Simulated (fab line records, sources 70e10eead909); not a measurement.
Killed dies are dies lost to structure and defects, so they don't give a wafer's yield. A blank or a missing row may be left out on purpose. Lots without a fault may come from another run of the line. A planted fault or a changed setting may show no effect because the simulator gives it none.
Chamber matching | flow nand_harc | NHARC_P_BONDPAD_DEP_00 on pecvd-03: 3 sister chambers
The step deposits SiCN, target thk 250 nm. 3 wafers are shown with their chamber, then 8 later ones without.

WAFERS WITH THEIR CHAMBER
wafer  | chamber | heater_power_w (W)
L083.2 | 1       | 641
L083.4 | 2       | 466
L084.1 | 0       | 574

WAFERS WITHOUT THEIR CHAMBER
wafer  | heater_power_w (W)
L084.5 | 385
L084.6 | 460
L086.3 | 635
L086.4 | 388
L086.6 | 633
L088.2 | 559
L088.3 | 572
L088.5 | 443

WHICH CHAMBER EACH WENT THROUGH
wafer  | from the rows above          | in truth
L084.5 | 2                            | 2
L084.6 | 2                            | 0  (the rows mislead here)
L086.3 | can't be placed: 1 or 0      | 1
L086.4 | 2                            | 2
L086.6 | can't be placed: 1 or 0      | 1
L088.2 | can't be placed: 0 or 1 or 2 | 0
L088.3 | can't be placed: 0 or 1      | 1
L088.5 | 2                            | 2
Placed correctly: 3 of 8. Can't be placed from these rows: 4 (the true chamber is among the candidates in 4). Placed wrongly: 1.
How it was worked out, from the rows above alone: a wafer's distance from a chamber is the root of the sum, over the readings, of the square of ((its reading less the chamber's mean) divided by the reading's scatter). The wafer belongs to the nearest chamber; if the next one is less than 2 further off, it can't be placed. A chamber's mean is the mean of its shown wafers. The scatter: with one shown wafer a chamber, the root of the mean of the squares of how far each hidden wafer lies from its nearest shown one.
